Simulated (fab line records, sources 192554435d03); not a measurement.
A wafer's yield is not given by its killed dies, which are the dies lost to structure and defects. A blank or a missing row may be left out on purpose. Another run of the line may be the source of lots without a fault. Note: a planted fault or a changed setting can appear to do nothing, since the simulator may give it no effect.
A struck lot beside a sound one + flow n5_finfet + 14 steps out of a route of 1938
Sound: wafers L428.1, L428.3, L428.6. Wafers struck: L431.1, L431.2, L431.6. Last of all comes the cause.
Each step with rows lists, per side, the tool, then ch with its chambers, then its first start. Under that, the readings that differ: sound wafers + struck wafers + difference of the means + sigmas: that difference in standard deviations of wafers without a fault.
alike: readings with means less than 2 such deviations apart, plus words and numbers identical on both sides. not compared: withheld readings, readings lacking a value on some wafer, bounds such as >300 that could conceal the same value, and numbers that have no deviation in the record and whose values overlap.
A row with sigmas, a row that says differs or no value, or rows on one side alone: a step with any of these is where the two part. Numbers that don't overlap but have no deviation are shown without sigmas and don't part them. A reading missing from all wafers of one side parts the sides only when that side holds two or more wafers.

first, 6 steps without rows for these wafers: N5_BEOL_M14_EBR_06; N5_BEOL_M14_SOFTBAKE_05 (time 60 s); N5_BEOL_M14_EXPOSE_07 (exposes mask V13); N5_BEOL_M14_PEB_08 (peb time 90 s); N5_BEOL_M14_DEVELOP_09 (develop time 45 s); N5_BEOL_M14_HARDBAKE_14 (time 120 s).
N5_BEOL_M14_CD_MEAS_10: the cd target is 250 nm.
  sound on cd_sem-02 ch 0, day 14 01:24; struck on cd_sem-01 ch 0, day 14 17:37
  alike: cd_nm
N5_BEOL_M14_OVL_MEAS_11:
  sound on overlay-02 ch 0, day 14 01:26; struck on overlay-01 ch 0, day 14 17:38
  alike: V13_OVL
N5_BEOL_M14_INSPECT_12: inspects for defects (macro).
  sound on defect_inspect-01, day 14 01:28; struck on defect_inspect-02, day 14 17:40
  alike: raw_defect_count
N5_BEOL_M14_DESCUM_15: chemistry O2, time 7.9 s.
  sound on rie_diel-01 ch 0,1, day 14 01:37; struck on rie_diel-04 ch 0,1, day 14 17:41
  alike: drypump_motor_current_A, oes_product_au, rf_vpp_V, showerhead_plenum_p_Torr, throttle_valve_pct
  not compared: rf_hours_counter_h
N5_BEOL_M14_ETCH_59: etches BARC in N2/H2, target depth 89 nm, overetch 26.7 nm, time 67.9 s.
  sound on rie_diel-01 ch 0,1, day 14 01:39; struck on rie_diel-04 ch 0,1, day 14 17:44
  alike: drypump_motor_current_A, oes_product_au, rf_vpp_V, showerhead_plenum_p_Torr, throttle_valve_pct
  not compared: rf_hours_counter_h
N5_BEOL_M14_VIA_ETCH_16: etches SiO2 in C4F8/O2/Ar, target depth 1231.3 nm.
  sound on rie_diel-01 ch 0,1, day 14 01:42; struck on rie_diel-04 ch 0,1, day 14 17:47
| reading                         | sound          | struck         | difference | sigmas |
|---------------------------------|----------------|----------------|------------|--------|
| showerhead_plenum_p_Torr (Torr) | 3.26 3.33 3.26 | 3.61 3.49 3.49 | +0.25      | +2     |
  alike: O2_flow_sccm, drypump_motor_current_A, oes_f_703_au, oes_product_au, rf_vpp_V, throttle_valve_pct
N5_BEOL_M14_STRIP_63: strips in O2.
  sound on rie_diel-01 ch 0,1, day 14 01:00; struck on rie_diel-04 ch 0,1, day 14 17:00
  no value came back on the struck wafers for any of 7 readings (bias_power_w (W), chamber_pressure_mTorr (mTorr) and others); on the sound wafers bias_power_w (W) reads 0 0 0
| reading                                    | sound | struck            | difference | sigmas |
|--------------------------------------------|-------|-------------------|------------|--------|
| model.coat_of_BEOL_M14_COAT_04.thk_nm (nm) | 0 0 0 | 451.4 453.4 447.2 | +450.7     |        |
  not compared: rf_hours_counter_h
N5_BEOL_M14_STRIP_64: strips in O2.
  sound: rie_diel-01 ch 0,1; struck: rie_diel-04 ch 0,1
  alike: chamber_pressure_mTorr, drypump_motor_current_A, oes_product_au, rf_vpp_V, showerhead_plenum_p_Torr, throttle_valve_pct
  not compared: rf_hours_counter_h

WHERE THEY PART
First at N5_BEOL_M14_VIA_ETCH_16; last, within this record, at N5_BEOL_M14_STRIP_63. Later steps at which nothing parts them and some readings are alike: N5_BEOL_M14_STRIP_64.

WHY: whatever the simulator had introduced
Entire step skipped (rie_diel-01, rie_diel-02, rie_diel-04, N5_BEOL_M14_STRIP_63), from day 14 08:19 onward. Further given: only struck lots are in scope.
